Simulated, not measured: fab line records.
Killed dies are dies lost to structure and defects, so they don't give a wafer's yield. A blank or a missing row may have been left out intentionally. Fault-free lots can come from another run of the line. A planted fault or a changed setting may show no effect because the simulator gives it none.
Which tool was responsible? :: flow nandHarc :: 24 lots, 72 wafers sampled, at 6 steps of a route of 1159

WHAT EACH GAUGE READ, for each wafer
No reading from a measuring or inspecting step in the record can be judged against a usual standard deviation.

TOOL THAT RAN EACH LOT (tool first, then ch and the chambers of the sampled wafers, then the start)
lot: L075
NHARC_A_WL_FILL_ALD_10: aldHk-03 ch 0,1, day 15 14:17
NHARC_A_CONTACT_ETCH_114: harCapEtch-03 ch 0,1, day 16 11:54
NHARC_A_CONTACT_ETCH_123: harCapEtch-03 ch 0,1, day 16 12:46
NHARC_A_CONTACT_ETCH_76: rieDiel-11 ch 1,2,3, day 16 20:31 or earlier
NHARC_A_CONTACT_ETCH_126: harCapEtch-01 ch 0, day 16 20:31
NHARC_A_CONTACT_DEP_85: pecvd-01 ch 1,2, day 17 01:47

lot: L077
NHARC_A_WL_FILL_ALD_10: aldHk-02 ch 0,2,3, day 15 16:01
NHARC_A_CONTACT_ETCH_114: harCapEtch-03 ch 0,1, day 16 20:21
NHARC_A_CONTACT_ETCH_123: harCapEtch-03 ch 0,1, day 16 21:29
NHARC_A_CONTACT_ETCH_76: rieDiel-08 ch 0,3, day 17 06:42 or earlier
NHARC_A_CONTACT_ETCH_126: harCapEtch-02 ch 0, day 17 06:42
NHARC_A_CONTACT_DEP_85: pecvd-03 ch 0,1, day 17 11:32

lot: L074
NHARC_A_WL_FILL_ALD_10: aldHk-01 ch 1,2, day 15 18:40
NHARC_A_CONTACT_ETCH_114: harCapEtch-01 ch 0,1, day 17 00:07
NHARC_A_CONTACT_ETCH_123: harCapEtch-01 ch 0,1, day 17 00:56
NHARC_A_CONTACT_ETCH_76: rieDiel-08 ch 0,3, day 17 08:13 or earlier
NHARC_A_CONTACT_ETCH_126: harCapEtch-03 ch 0,1, day 17 08:13
NHARC_A_CONTACT_DEP_85: pecvd-03 ch 0,1, day 17 12:28

lot: L078
NHARC_A_WL_FILL_ALD_10: aldHk-03 ch 0,1,2, day 15 18:44
NHARC_A_CONTACT_ETCH_114: harCapEtch-01 ch 0,1, day 16 18:43
NHARC_A_CONTACT_ETCH_123: harCapEtch-01 ch 0,1, day 16 19:34
NHARC_A_CONTACT_ETCH_76: rieDiel-08 ch 2,3, day 17 04:32 or earlier
NHARC_A_CONTACT_ETCH_126: harCapEtch-01 ch 0,1, day 17 04:32
NHARC_A_CONTACT_DEP_85: pecvd-01 ch 0,1, day 17 08:54

lot: L079
NHARC_A_WL_FILL_ALD_10: aldHk-03 ch 1,2,3, day 16 02:34
NHARC_A_CONTACT_ETCH_114: harCapEtch-03 ch 0,1, day 17 02:36
NHARC_A_CONTACT_ETCH_123: harCapEtch-03 ch 0,1, day 17 03:48
NHARC_A_CONTACT_ETCH_76: rieDiel-08 ch 0,2, day 17 10:27 or earlier
NHARC_A_CONTACT_ETCH_126: harCapEtch-01 ch 0,1, day 17 10:27
NHARC_A_CONTACT_DEP_85: pecvd-03 ch 0,2, day 17 14:37

lot: L076
NHARC_A_WL_FILL_ALD_10: aldHk-02 ch 1,2,3, day 16 02:35
NHARC_A_CONTACT_ETCH_114: harCapEtch-03 ch 0,1, day 17 05:53
NHARC_A_CONTACT_ETCH_123: harCapEtch-03 ch 0,1, day 17 06:43
NHARC_A_CONTACT_ETCH_76: rieDiel-08 ch 0,3, day 17 12:53 or earlier
NHARC_A_CONTACT_ETCH_126: harCapEtch-01 ch 0,1, day 17 12:53
NHARC_A_CONTACT_DEP_85: pecvd-04 ch 0,2, day 17 18:27

lot: L080
NHARC_A_WL_FILL_ALD_10: aldHk-01 ch 0,2, day 16 12:48
NHARC_A_CONTACT_ETCH_114: harCapEtch-02 ch 0,1, day 17 10:51
NHARC_A_CONTACT_ETCH_123: harCapEtch-02 ch 0,1, day 17 11:40
NHARC_A_CONTACT_ETCH_76: rieDiel-08 ch 0,3, day 17 19:47 or earlier
NHARC_A_CONTACT_ETCH_126: harCapEtch-03 ch 0,1, day 17 19:47
NHARC_A_CONTACT_DEP_85: pecvd-03 ch 0,1, day 18 00:59

lot: L081
NHARC_A_WL_FILL_ALD_10: aldHk-03 ch 0,2,3, day 16 22:13
NHARC_A_CONTACT_ETCH_114: harCapEtch-01 ch 0,1, day 17 21:33
NHARC_A_CONTACT_ETCH_123: harCapEtch-01 ch 0,1, day 17 22:25
NHARC_A_CONTACT_ETCH_76: rieDiel-08 ch 2,3, day 18 05:10 or earlier
NHARC_A_CONTACT_ETCH_126: harCapEtch-02 ch 0,1, day 18 05:10
NHARC_A_CONTACT_DEP_85: pecvd-01 ch 0,1,2, day 18 09:12

lot: L082
NHARC_A_WL_FILL_ALD_10: aldHk-03 ch 0,1,2, day 17 14:30
NHARC_A_CONTACT_ETCH_114: harCapEtch-01 ch 0, day 18 11:23
NHARC_A_CONTACT_ETCH_123: harCapEtch-01 ch 0, day 18 12:12
NHARC_A_CONTACT_ETCH_76: rieDiel-11 ch 0,2,3, day 18 18:19 or earlier
NHARC_A_CONTACT_ETCH_126: harCapEtch-02 ch 0,1, day 18 18:19
NHARC_A_CONTACT_DEP_85: pecvd-04 ch 1,2, day 18 22:20

lot: L083
NHARC_A_WL_FILL_ALD_10: aldHk-01 ch 0,1,2, day 17 20:27
NHARC_A_CONTACT_ETCH_114: harCapEtch-03 ch 0,1, day 18 21:50
NHARC_A_CONTACT_ETCH_123: harCapEtch-03 ch 0,1, day 18 22:42
NHARC_A_CONTACT_ETCH_76: rieDiel-08 ch 1,2,3, day 19 05:14 or earlier
NHARC_A_CONTACT_ETCH_126: harCapEtch-01 ch 0,1, day 19 05:14
NHARC_A_CONTACT_DEP_85: pecvd-04 ch 0,1,2, day 19 09:34

lot: L085
NHARC_A_WL_FILL_ALD_10: aldHk-02 ch 0,1,2, day 18 04:51
NHARC_A_CONTACT_ETCH_114: harCapEtch-03 ch 0, day 19 03:47
NHARC_A_CONTACT_ETCH_123: harCapEtch-03 ch 0, day 19 04:38
NHARC_A_CONTACT_ETCH_76: rieDiel-08 ch 0,2,3, day 19 10:27 or earlier
NHARC_A_CONTACT_ETCH_126: harCapEtch-03 ch 0, day 19 10:27
NHARC_A_CONTACT_DEP_85: pecvd-04 ch 0,2, day 19 14:31

lot: L084
NHARC_A_WL_FILL_ALD_10: aldHk-03 ch 0,2,3, day 18 06:02
NHARC_A_CONTACT_ETCH_114: harCapEtch-02 ch 0,1, day 19 03:25
NHARC_A_CONTACT_ETCH_123: harCapEtch-02 ch 0,1, day 19 04:30
NHARC_A_CONTACT_ETCH_76: rieDiel-10 ch 0,1,2, day 19 10:43 or earlier
NHARC_A_CONTACT_ETCH_126: harCapEtch-02 ch 0,1, day 19 10:43
NHARC_A_CONTACT_DEP_85: pecvd-04 ch 0,1,2, day 19 15:47

lot: L086
NHARC_A_WL_FILL_ALD_10: aldHk-01 ch 1,2,3, day 18 15:17
NHARC_A_CONTACT_ETCH_114: harCapEtch-03 ch 0,1, day 19 13:20
NHARC_A_CONTACT_ETCH_123: harCapEtch-03 ch 0,1, day 19 14:14
NHARC_A_CONTACT_ETCH_76: rieDiel-08 ch 0,1,2, day 19 23:14 or earlier
NHARC_A_CONTACT_ETCH_126: harCapEtch-02 ch 0,1, day 19 23:14
NHARC_A_CONTACT_DEP_85: pecvd-04 ch 0,1,2, day 20 05:02

lot: L088
NHARC_A_WL_FILL_ALD_10: aldHk-03 ch 1,3, day 18 16:25
NHARC_A_CONTACT_ETCH_114: harCapEtch-02 ch 0,1, day 19 15:12
NHARC_A_CONTACT_ETCH_123: harCapEtch-02 ch 0,1, day 19 16:04
NHARC_A_CONTACT_ETCH_76: rieDiel-08 ch 1,2, day 20 03:19 or earlier
NHARC_A_CONTACT_ETCH_126: harCapEtch-01 ch 0,1, day 20 03:19
NHARC_A_CONTACT_DEP_85: pecvd-01 ch 0,2, day 20 08:56

lot: L089
NHARC_A_WL_FILL_ALD_10: aldHk-01 ch 1,2,3, day 18 18:24
NHARC_A_CONTACT_ETCH_114: harCapEtch-01 ch 1, day 19 20:26
NHARC_A_CONTACT_ETCH_123: harCapEtch-01 ch 1, day 19 21:17
NHARC_A_CONTACT_ETCH_76: rieDiel-08 ch 0,3, day 20 04:35 or earlier
NHARC_A_CONTACT_ETCH_126: harCapEtch-03 ch 0,1, day 20 04:35
NHARC_A_CONTACT_DEP_85: pecvd-04 ch 0,1, day 20 09:50

lot: L090
NHARC_A_WL_FILL_ALD_10: aldHk-03 ch 0,1,3, day 18 19:35
NHARC_A_CONTACT_ETCH_114: harCapEtch-03 ch 0,1, day 19 17:44
NHARC_A_CONTACT_ETCH_123: harCapEtch-03 ch 0,1, day 19 18:34
NHARC_A_CONTACT_ETCH_76: rieDiel-11 ch 0,2,3, day 20 04:57 or earlier
NHARC_A_CONTACT_ETCH_126: harCapEtch-01 ch 0,1, day 20 04:57
NHARC_A_CONTACT_DEP_85: pecvd-04 ch 0,2, day 20 10:01

lot: L087
NHARC_A_WL_FILL_ALD_10: aldHk-02 ch 0,1,2, day 18 22:22
NHARC_A_CONTACT_ETCH_114: harCapEtch-03 ch 0,1, day 20 03:07
NHARC_A_CONTACT_ETCH_123: harCapEtch-03 ch 0,1, day 20 04:03
NHARC_A_CONTACT_ETCH_76: rieDiel-08 ch 0,2,3, day 20 10:58 or earlier
NHARC_A_CONTACT_ETCH_126: harCapEtch-01 ch 0,1, day 20 10:58
NHARC_A_CONTACT_DEP_85: pecvd-03 ch 0,1,2, day 20 15:12

lot: L091
NHARC_A_WL_FILL_ALD_10: aldHk-01 ch 0,1,3, day 19 12:18
NHARC_A_CONTACT_ETCH_114: harCapEtch-03 ch 0,1, day 20 10:50
NHARC_A_CONTACT_ETCH_123: harCapEtch-03 ch 0,1, day 20 11:42
NHARC_A_CONTACT_ETCH_76: rieDiel-10 ch 1,2,3, day 20 17:43 or earlier
NHARC_A_CONTACT_ETCH_126: harCapEtch-02 ch 0,1, day 20 17:43
NHARC_A_CONTACT_DEP_85: pecvd-01 ch 0,1,2, day 21 00:56

lot: L093
NHARC_A_WL_FILL_ALD_10: aldHk-01 ch 0,3, day 19 22:54
NHARC_A_CONTACT_ETCH_114: harCapEtch-01 ch 0, day 21 02:12
NHARC_A_CONTACT_ETCH_123: harCapEtch-01 ch 0, day 21 03:01
NHARC_A_CONTACT_ETCH_76: rieDiel-10 ch 0,1,2, day 21 09:37 or earlier
NHARC_A_CONTACT_ETCH_126: harCapEtch-01 ch 0,1, day 21 09:37
NHARC_A_CONTACT_DEP_85: pecvd-04 ch 0,2, day 21 13:47

lot: L092
NHARC_A_WL_FILL_ALD_10: aldHk-02 ch 0,3, day 19 23:28
NHARC_A_CONTACT_ETCH_114: harCapEtch-03 ch 0,1, day 21 01:44
NHARC_A_CONTACT_ETCH_123: harCapEtch-03 ch 0,1, day 21 02:38
NHARC_A_CONTACT_ETCH_76: rieDiel-11 ch 0,2,3, day 21 09:16 or earlier
NHARC_A_CONTACT_ETCH_126: harCapEtch-03 ch 0,1, day 21 09:16
NHARC_A_CONTACT_DEP_85: pecvd-04 ch 0,1,2, day 21 13:13

lot: L096
NHARC_A_WL_FILL_ALD_10: aldHk-03 ch 0,1,3, day 20 15:46
NHARC_A_CONTACT_ETCH_114: harCapEtch-01 ch 0,1, day 21 17:05
NHARC_A_CONTACT_ETCH_123: harCapEtch-01 ch 0,1, day 21 17:58
NHARC_A_CONTACT_ETCH_76: rieDiel-10 ch 0,1,3, day 21 23:43 or earlier
NHARC_A_CONTACT_ETCH_126: harCapEtch-03 ch 0,1, day 21 23:43
NHARC_A_CONTACT_DEP_85: pecvd-03 ch 0,2, day 22 04:26

lot: L094
NHARC_A_WL_FILL_ALD_10: aldHk-02 ch 0,2,3, day 20 15:50
NHARC_A_CONTACT_ETCH_114: harCapEtch-02 ch 0,1, day 21 19:14
NHARC_A_CONTACT_ETCH_123: harCapEtch-02 ch 0,1, day 21 20:03
NHARC_A_CONTACT_ETCH_76: rieDiel-08 ch 1,2,3, day 22 02:51 or earlier
NHARC_A_CONTACT_ETCH_126: harCapEtch-02 ch 0,1, day 22 02:51
NHARC_A_CONTACT_DEP_85: pecvd-01 ch 0,1,2, day 22 08:01

lot: L095
NHARC_A_WL_FILL_ALD_10: aldHk-01 ch 1,2,3, day 20 17:28
NHARC_A_CONTACT_ETCH_114: harCapEtch-01 ch 0,1, day 22 02:13
NHARC_A_CONTACT_ETCH_123: harCapEtch-01 ch 0,1, day 22 03:07
NHARC_A_CONTACT_ETCH_76: rieDiel-11 ch 2,3, day 22 08:59 or earlier
NHARC_A_CONTACT_ETCH_126: harCapEtch-01 ch 0,1, day 22 08:59
NHARC_A_CONTACT_DEP_85: pecvd-04 ch 0,2, day 22 13:56

lot: L097
NHARC_A_WL_FILL_ALD_10: aldHk-02 ch 0,1,3, day 22 02:07
NHARC_A_CONTACT_ETCH_114: harCapEtch-01 ch 0,1, day 22 22:33
NHARC_A_CONTACT_ETCH_123: harCapEtch-01 ch 0,1, day 22 23:29
NHARC_A_CONTACT_ETCH_76: rieDiel-11 ch 2,3, day 23 05:29 or earlier
NHARC_A_CONTACT_ETCH_126: harCapEtch-01 ch 0,1, day 23 05:29
NHARC_A_CONTACT_DEP_85: pecvd-03 ch 0,1, day 23 10:02
- NHARC_A_WL_FILL_ALD_10: deposits SiO2, target thk 50 nm, pulse time 10 s, ald cycles 500.
- NHARC_A_CONTACT_ETCH_114: etches the open film in C4F8/O2/Ar, time 94 s, target depth 922 nm.
- NHARC_A_CONTACT_ETCH_123: etches the open film in C4F8/O2/Ar, time 253 s, target depth 1090 nm.
- NHARC_A_CONTACT_ETCH_76: etches the open film in N2/H2, target depth 260 nm, time 475.3 s.
- NHARC_A_CONTACT_ETCH_126: etches the open film in C4F8/O2/Ar, time 155 s, target depth 956 nm.
- NHARC_A_CONTACT_DEP_85: deposits SiON, target thk 50 nm.

WHAT THE TOOLS THEMSELVES READ (means of the sampled wafers that have a number; where no wafer has one, the mark that the record gives instead)
NHARC_A_WL_FILL_ALD_10.
lot: L075
tool: aldHk-03
heaterPowerW (W): 485
precursorPulseHeightRel: 0.997

lot: L077
tool: aldHk-02
heaterPowerW (W): 476
precursorPulseHeightRel: 1.000

lot: L074
tool: aldHk-01
heaterPowerW (W): 471
precursorPulseHeightRel: 1.012

lot: L078
tool: aldHk-03
heaterPowerW (W): 479
precursorPulseHeightRel: 0.997

lot: L079
tool: aldHk-03
heaterPowerW (W): 507
precursorPulseHeightRel: 1.007

lot: L076
tool: aldHk-02
heaterPowerW (W): 457
precursorPulseHeightRel: 1.000

lot: L080
tool: aldHk-01
heaterPowerW (W): 444
precursorPulseHeightRel: 1.005

lot: L081
tool: aldHk-03
heaterPowerW (W): 466
precursorPulseHeightRel: 1.004

lot: L082
tool: aldHk-03
heaterPowerW (W): 478
precursorPulseHeightRel: 1.005

lot: L083
tool: aldHk-01
heaterPowerW (W): 452
precursorPulseHeightRel: 1.000

lot: L085
tool: aldHk-02
heaterPowerW (W): 488
precursorPulseHeightRel: 1.015

lot: L084
tool: aldHk-03
heaterPowerW (W): 466
precursorPulseHeightRel: 1.005

lot: L086
tool: aldHk-01
heaterPowerW (W): 455
precursorPulseHeightRel: 0.999

lot: L088
tool: aldHk-03
heaterPowerW (W): 535
precursorPulseHeightRel: 1.005

lot: L089
tool: aldHk-01
heaterPowerW (W): 456
precursorPulseHeightRel: 0.978

lot: L090
tool: aldHk-03
heaterPowerW (W): 510
precursorPulseHeightRel: 0.991

lot: L087
tool: aldHk-02
heaterPowerW (W): 480
precursorPulseHeightRel: 0.986

lot: L091
tool: aldHk-01
heaterPowerW (W): 455
precursorPulseHeightRel: 1.015

lot: L093
tool: aldHk-01
heaterPowerW (W): 452
precursorPulseHeightRel: 1.001

lot: L092
tool: aldHk-02
heaterPowerW (W): 457
precursorPulseHeightRel: 1.015

lot: L096
tool: aldHk-03
heaterPowerW (W): 504
precursorPulseHeightRel: 1.004

lot: L094
tool: aldHk-02
heaterPowerW (W): 485
precursorPulseHeightRel: 0.990

lot: L095
tool: aldHk-01
heaterPowerW (W): 456
precursorPulseHeightRel: 1.009

lot: L097
tool: aldHk-02
heaterPowerW (W): 488
precursorPulseHeightRel: 1.010

NHARC_A_CONTACT_ETCH_76.
lot: L075
tool: rieDiel-11
drypumpMotorCurrentA (A): 6.2
mfcArSccm (sccm): 0.001
oesProductAu (a.u.): 1.010
rfVppV (V): 430.5
showerheadPlenumPTorr (Torr): 2.04
throttleValvePct (%): 14.167

lot: L077
tool: rieDiel-08
drypumpMotorCurrentA (A): 5.6
mfcArSccm (sccm): 0.021
oesProductAu (a.u.): 1.013
rfVppV (V): 430.2
showerheadPlenumPTorr (Torr): 2.03
throttleValvePct (%): 14.181

lot: L074
tool: rieDiel-08
drypumpMotorCurrentA (A): 5.6
mfcArSccm (sccm): 0.021
oesProductAu (a.u.): 1.008
rfVppV (V): 430.0
showerheadPlenumPTorr (Torr): 2.03
throttleValvePct (%): 14.161

lot: L078
tool: rieDiel-08
drypumpMotorCurrentA (A): 5.7
mfcArSccm (sccm): 0.008
oesProductAu (a.u.): 1.003
rfVppV (V): 427.7
showerheadPlenumPTorr (Torr): 1.94
throttleValvePct (%): 14.167

lot: L079
tool: rieDiel-08
drypumpMotorCurrentA (A): 5.8
mfcArSccm (sccm): 0.005
oesProductAu (a.u.): 1.002
rfVppV (V): 426.6
showerheadPlenumPTorr (Torr): 1.93
throttleValvePct (%): 14.170

lot: L076
tool: rieDiel-08
drypumpMotorCurrentA (A): 5.6
mfcArSccm (sccm): 0.021
oesProductAu (a.u.): 1.008
rfVppV (V): 430.6
showerheadPlenumPTorr (Torr): 2.03
throttleValvePct (%): 14.178

lot: L080
tool: rieDiel-08
drypumpMotorCurrentA (A): 5.7
mfcArSccm (sccm): 0.017
oesProductAu (a.u.): 1.009
rfVppV (V): 430.6
showerheadPlenumPTorr (Torr): 2.02
throttleValvePct (%): 14.174

lot: L081
tool: rieDiel-08
drypumpMotorCurrentA (A): 5.7
mfcArSccm (sccm): 0.008
oesProductAu (a.u.): 0.994
rfVppV (V): 428.1
showerheadPlenumPTorr (Torr): 1.94
throttleValvePct (%): 14.174

lot: L082
tool: rieDiel-11
drypumpMotorCurrentA (A): 6.3
mfcArSccm (sccm): 0.010
oesProductAu (a.u.): 1.003
rfVppV (V): 432.5
showerheadPlenumPTorr (Torr): 2.11
throttleValvePct (%): 14.163

lot: L083
tool: rieDiel-08
drypumpMotorCurrentA (A): 5.9
mfcArSccm (sccm): 0.008
oesProductAu (a.u.): 1.001
rfVppV (V): 429.8
showerheadPlenumPTorr (Torr): 2.02
throttleValvePct (%): 14.176

lot: L085
tool: rieDiel-08
drypumpMotorCurrentA (A): 5.7
mfcArSccm (sccm): 0.013
oesProductAu (a.u.): 1.007
rfVppV (V): 428.9
showerheadPlenumPTorr (Torr): 1.98
throttleValvePct (%): 14.163

lot: L084
tool: rieDiel-10
drypumpMotorCurrentA (A): 5.4
mfcArSccm (sccm): 0.021
oesProductAu (a.u.): 0.995
rfVppV (V): 429.5
showerheadPlenumPTorr (Torr): 2.00
throttleValvePct (%): 14.163

lot: L086
tool: rieDiel-08
drypumpMotorCurrentA (A): 6.1
mfcArSccm (sccm): 0.005
oesProductAu (a.u.): 1.009
rfVppV (V): 430.3
showerheadPlenumPTorr (Torr): 2.01
throttleValvePct (%): 14.170

lot: L088
tool: rieDiel-08
drypumpMotorCurrentA (A): 6.3
mfcArSccm (sccm): 0.000
oesProductAu (a.u.): 1.006
rfVppV (V): 430.8
showerheadPlenumPTorr (Torr): 2.05
throttleValvePct (%): 14.177

lot: L089
tool: rieDiel-08
drypumpMotorCurrentA (A): 5.6
mfcArSccm (sccm): 0.021
oesProductAu (a.u.): 1.010
rfVppV (V): 430.0
showerheadPlenumPTorr (Torr): 2.02
throttleValvePct (%): 14.179

lot: L090
tool: rieDiel-11
drypumpMotorCurrentA (A): 6.2
mfcArSccm (sccm): 0.010
oesProductAu (a.u.): 1.006
rfVppV (V): 431.8
showerheadPlenumPTorr (Torr): 2.10
throttleValvePct (%): 14.178

lot: L087
tool: rieDiel-08
drypumpMotorCurrentA (A): 5.7
mfcArSccm (sccm): 0.013
oesProductAu (a.u.): 1.003
rfVppV (V): 428.6
showerheadPlenumPTorr (Torr): 1.97
throttleValvePct (%): 14.174

lot: L091
tool: rieDiel-10
drypumpMotorCurrentA (A): 5.4
mfcArSccm (sccm): 0.021
oesProductAu (a.u.): 0.990
rfVppV (V): 429.4
showerheadPlenumPTorr (Torr): 2.01
throttleValvePct (%): 14.171

lot: L093
tool: rieDiel-10
drypumpMotorCurrentA (A): 5.4
mfcArSccm (sccm): 0.021
oesProductAu (a.u.): 0.990
rfVppV (V): 428.9
showerheadPlenumPTorr (Torr): 1.99
throttleValvePct (%): 14.172

lot: L092
tool: rieDiel-11
drypumpMotorCurrentA (A): 6.2
mfcArSccm (sccm): 0.010
oesProductAu (a.u.): 0.997
rfVppV (V): 431.9
showerheadPlenumPTorr (Torr): 2.10
throttleValvePct (%): 14.170

lot: L096
tool: rieDiel-10
drypumpMotorCurrentA (A): 5.5
mfcArSccm (sccm): 0.014
oesProductAu (a.u.): 0.992
rfVppV (V): 429.0
showerheadPlenumPTorr (Torr): 1.99
throttleValvePct (%): 14.184

lot: L094
tool: rieDiel-08
drypumpMotorCurrentA (A): 5.9
mfcArSccm (sccm): 0.008
oesProductAu (a.u.): 0.998
rfVppV (V): 430.9
showerheadPlenumPTorr (Torr): 2.01
throttleValvePct (%): 14.174

lot: L095
tool: rieDiel-11
drypumpMotorCurrentA (A): 6.4
mfcArSccm (sccm): 0.002
oesProductAu (a.u.): 0.994
rfVppV (V): 431.7
showerheadPlenumPTorr (Torr): 2.05
throttleValvePct (%): 14.179

lot: L097
tool: rieDiel-11
drypumpMotorCurrentA (A): 6.3
mfcArSccm (sccm): 0.001
oesProductAu (a.u.): 0.994
rfVppV (V): 430.4
showerheadPlenumPTorr (Torr): 2.03
throttleValvePct (%): 14.165

NHARC_A_CONTACT_DEP_85.
lot: L075
tool: pecvd-01
heaterPowerW (W): 836

lot: L077
tool: pecvd-03
heaterPowerW (W): 751

lot: L074
tool: pecvd-03
heaterPowerW (W): 790

lot: L078
tool: pecvd-01
heaterPowerW (W): 650

lot: L079
tool: pecvd-03
heaterPowerW (W): 749

lot: L076
tool: pecvd-04
heaterPowerW (W): 930

lot: L080
tool: pecvd-03
heaterPowerW (W): 850

lot: L081
tool: pecvd-01
heaterPowerW (W): 727

lot: L082
tool: pecvd-04
heaterPowerW (W): 822

lot: L083
tool: pecvd-04
heaterPowerW (W): 809

lot: L085
tool: pecvd-04
heaterPowerW (W): 852

lot: L084
tool: pecvd-04
heaterPowerW (W): 850

lot: L086
tool: pecvd-04
heaterPowerW (W): 891

lot: L088
tool: pecvd-01
heaterPowerW (W): 731

lot: L089
tool: pecvd-04
heaterPowerW (W): 816

lot: L090
tool: pecvd-04
heaterPowerW (W): 924

lot: L087
tool: pecvd-03
heaterPowerW (W): 803

lot: L091
tool: pecvd-01
heaterPowerW (W): 724

lot: L093
tool: pecvd-04
heaterPowerW (W): 913

lot: L092
tool: pecvd-04
heaterPowerW (W): 851

lot: L096
tool: pecvd-03
heaterPowerW (W): 843

lot: L094
tool: pecvd-01
heaterPowerW (W): 705

lot: L095
tool: pecvd-04
heaterPowerW (W): 869

lot: L097
tool: pecvd-03
heaterPowerW (W): 845

THE ANSWER, worked out from the rows above alone
Rule: the lots themselves supply what counts as usual. Put in order of their means at a reading, lots are off if they are a third of the lots or fewer, leave a main group of 4 or more, and stand apart from it by a gap of 3 or more times the standard deviation of the main group's means; of several such gaps the widest counts. A main group is skipped when, at the precision printed for the reading in the tables above, its means are all equal. A lot without any number at a reading at which 4 lots or more have one is off too. Where the step has rows for the other lots, those lots are counted as sound. The gauges are gone through in route order, then the tools' own readings, and for those a lot's mean is taken as printed above. The first step at which some lot is off is used, and at that step the reading that is off furthest; a lot without a number counts as furthest.
Across all readings shown, no lot is off: no conclusion can be drawn from this.

WHAT THE SIMULATOR PUT IN
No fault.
